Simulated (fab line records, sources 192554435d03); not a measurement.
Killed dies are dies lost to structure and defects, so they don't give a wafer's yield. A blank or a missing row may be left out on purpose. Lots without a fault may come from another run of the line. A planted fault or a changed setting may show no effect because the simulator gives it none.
Chamber matching | flow n5_finfet | N5_BEOL_M3_ILD_DEP_00 on pecvd-01: 3 sister chambers
The step deposits SiOC from DEMS/O2, target thk 79 nm, time 15.3 s. 3 wafers are shown with their chamber, then 12 later ones without.

WAFERS WITH THEIR CHAMBER
wafer  | chamber | throttle_valve_pct (%)
L087.5 | 0       | 11.4
L089.2 | 1       | 12.8
L089.5 | 2       | 12.3

WAFERS WITHOUT THEIR CHAMBER
wafer  | throttle_valve_pct (%)
L091.3 | 11.1
L091.4 | 11.2
L091.5 | 12.9
L094.1 | 11.3
L094.2 | 12.7
L094.4 | 11.4
L095.2 | 11.5
L095.5 | 12.8
L095.6 | 11.5
L097.2 | 11.5
L097.4 | 11.7
L097.6 | 12.6

WHICH CHAMBER EACH WENT THROUGH
wafer  | from the rows above     | in truth
L091.3 | 0                       | 0
L091.4 | 0                       | 0
L091.5 | 1                       | 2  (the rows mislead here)
L094.1 | 0                       | 0
L094.2 | can't be placed: 1 or 2 | 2
L094.4 | 0                       | 0
L095.2 | 0                       | 0
L095.5 | 1                       | 1
L095.6 | 0                       | 0
L097.2 | 0                       | 0
L097.4 | can't be placed: 0 or 2 | 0
L097.6 | can't be placed: 1 or 2 | 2
Placed correctly: 8 of 12. Can't be placed from these rows: 3 (the true chamber is among the candidates in 3). Placed wrongly: 1.
How it was worked out, from the rows above alone: a wafer's distance from a chamber is the root of the sum, over the readings, of the square of ((its reading less the chamber's mean) divided by the reading's scatter). The wafer belongs to the nearest chamber; if the next one is less than 2 further off, it can't be placed. A chamber's mean is the mean of its shown wafers. The scatter: with one shown wafer a chamber, the root of the mean of the squares of how far each hidden wafer lies from its nearest shown one.
